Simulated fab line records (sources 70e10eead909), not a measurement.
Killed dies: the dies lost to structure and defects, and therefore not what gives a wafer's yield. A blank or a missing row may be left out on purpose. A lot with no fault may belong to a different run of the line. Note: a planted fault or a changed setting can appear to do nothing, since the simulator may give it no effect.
A struck lot beside a sound one | flow nand harc | 14 steps out of a route of 1159
Sound: the wafers L920.1, L920.2, L920.3. Struck: wafer L929.4. (L929.2, L929.5 of the same lot were not struck and are left out.) The cause comes at the end.
Per side, at each step with rows, come the tool, then ch with its chambers, and then its first start. Under that, the readings that differ: sound wafers | struck wafers | difference of the means | sigmas: that difference in standard deviations of wafers without a fault.
alike: a reading whose means differ by less than 2 such deviations, as well as words and numbers matching on both sides. not compared: withheld readings; readings where some wafer has no value; bounds like >300 that might hide an equal value; numbers whose values overlap and for which the record gives no deviation.
A row with sigmas, a row that says differs or no value, or rows on one side alone: a step with any of these is where the two part. Numbers that don't overlap but have no deviation are shown without sigmas and don't part them. Lack of a reading on every wafer of one side parts them only where that side has two or more wafers.

first, 7 steps without rows for these wafers: NHARC_P_M2_COAT_34 (time 65 s); NHARC_P_M2_COAT_03 (resist thk 90 nm); NHARC_P_M2_SOFTBAKE_04 (time 55 s); NHARC_P_M2_EBR_05; NHARC_P_M2_EXPOSE_06 (exposes mask P M2, target cd 170 nm); NHARC_P_M2_PEB_07 (peb time 65 s); NHARC_P_M2_DEVELOP_08 (develop time 35 s).
NHARC_P_M2_CD_MEAS_09 targets a cd of 170 nm.
  sound on cd sem-03 ch 0, day 8 13:13; struck on cd sem-03 ch 0, day 10 23:16
  alike: cd nm
NHARC_P_M2_OVL_MEAS_10: pitch 340 nm.
  sound on overlay-01 at day 8 13:19; struck on overlay-02 at day 10 23:21
  alike: overlay x nm, overlay y nm
NHARC_P_M2_INSPECT_11:
  sound on defect inspect-01 at day 8 13:20; struck on defect inspect-02 at day 10 23:23
  alike: raw defect count
NHARC_P_M2_DESCUM_14: chemistry O2, time 3 s.
  sound on rie diel-05 ch 0,2,3, day 8 13:24; struck on rie diel-05 ch 1, day 10 23:28
  reading                | sound | struck | difference | sigmas
  rf hours counter h (h) | 2 2 2 | 8      | +6         |
  alike: drypump motor current A, mfc ar sccm, o2 flow sccm, oes product au, rf vpp V, showerhead plenum p Torr, throttle valve pct
NHARC_P_M2_ETCH_35: etches the open film in N2/H2, target depth 40 nm, overetch 12 nm, time 43.94 s.
  sound on rie diel-05 ch 0,2,3, day 8 13:32; struck on rie diel-05 ch 1, day 10 23:32
  reading                | sound | struck | difference | sigmas
  rf hours counter h (h) | 2 2 2 | 8      | +6         |
  alike: drypump motor current A, mfc ar sccm, oes product au, rf vpp V, showerhead plenum p Torr, throttle valve pct
NHARC_P_M2_ETCH_15: etches the open film in C4F8/Ar, target depth 182.5 nm, time 91.2 s.
  sound on rie diel-05 ch 0,2,3, day 8 13:38; struck on rie diel-05 ch 0, day 10 23:38
  reading                | sound             | struck | difference | sigmas
  oes product au (a.u.)  | 0.947 0.934 0.972 | 0.809  | -0.142     | -6
  rf hours counter h (h) | 2 2 2             | 13     | +11        |
  alike: rf vpp V
NHARC_P_M2_CD_MEAS_16:
  sound on cd sem-02 at day 8 13:47; struck on cd sem-01 at day 10 23:46
  alike: cd nm

## WHERE THEY PART
Within this record, at NHARC_P_M2_ETCH_15 only. Later steps at which nothing parts them and some readings are alike: NHARC_P_M2_CD_MEAS_16.

WHY: what the simulator had put in
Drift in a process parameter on rie diel-05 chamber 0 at NHARC_P_M2_ETCH_15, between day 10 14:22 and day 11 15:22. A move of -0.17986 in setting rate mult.
